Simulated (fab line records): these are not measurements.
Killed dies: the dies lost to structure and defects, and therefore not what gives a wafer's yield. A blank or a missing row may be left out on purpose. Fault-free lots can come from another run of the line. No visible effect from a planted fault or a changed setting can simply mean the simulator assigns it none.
Chamber matching	flow n5-finfet	cmp-02 running N5_MOL_CONTACT_COAG_CMP_28: 4 sister chambers
The step polishes, stops on SiNx, t overpolish 0.85 s, target thk 14.522 nm. 20 wafers are shown with their chamber, then 10 later ones without.

## WAFERS, EACH WITH ITS CHAMBER
wafer	chamber	time-to-endpoint-s (s)	motor-current-A (A)
L076.1	0	8.0	13.2
L076.4	1	7.5	13.2
L076.6	2	2.3	13.7
L077.3	0	7.5	13.5
L077.5	2	0.0	12.8
L077.6	1	5.7	13.2
L079.2	1	5.7	13.9
L079.3	2	2.8	13.3
L079.4	0	7.8	13.8
L081.1	3	2.8	12.2
L081.2	1	5.7	14.7
L081.5	1	3.8	14.3
L083.2	1	3.4	12.9
L083.3	3	2.7	12.9
L083.4	0	7.2	13.7
L086.3	1	4.6	13.8
L086.4	3	1.9	12.8
L086.5	2	2.5	12.5
L089.2	1	2.3	14.0
L089.4	2	1.9	13.4

SIGNATURES (means of the wafers above)
reading	chamber 0	chamber 1	chamber 2	chamber 3	scatter within a chamber
time-to-endpoint-s	7.625	4.838	1.900	2.467	1.24
motor-current-A	13.550	13.750	13.140	12.633	0.503
Rule: for a wafer and a chamber, the distance is found by dividing, reading by reading, the gap between the wafer's reading and the chamber's mean by the reading's scatter, squaring, summing and taking the root. The wafer belongs to the nearest chamber; if the next one is less than 2 further off, it can't be placed. How the scatter is found: for the shown wafers, subtract from each reading the mean of its chamber, square and add these, divide the total by (wafers less chambers), then take the root.

## WAFERS WITHOUT THEIR CHAMBER
wafer	time-to-endpoint-s (s)	motor-current-A (A)
L089.6	4.9	13.8
L090.2	6.4	13.3
L090.4	3.5	12.5
L090.5	6.6	13.1
L091.1	0.5	13.0
L091.2	8.2	13.9
L091.4	4.5	13.3
L093.1	5.1	14.3
L093.5	5.4	13.2
L093.6	4.3	13.3

## WHICH CHAMBER EACH WENT THROUGH
wafer	from the rows above	in truth
L089.6	1	1
L090.2	can't be placed: 0 or 1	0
L090.4	can't be placed: 3 or 2 or 1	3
L090.5	can't be placed: 0 or 1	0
L091.1	can't be placed: 2 or 3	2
L091.2	can't be placed: 0 or 1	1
L091.4	can't be placed: 1 or 3 or 2 or 0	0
L093.1	can't be placed: 1 or 0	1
L093.5	can't be placed: 1 or 0 or 3 or 2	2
L093.6	can't be placed: 1 or 2 or 3 or 0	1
Correct placement for 1 of the 10. These rows do not allow placing 9 (true chamber among the candidates in 9). Wrongly placed: 0.
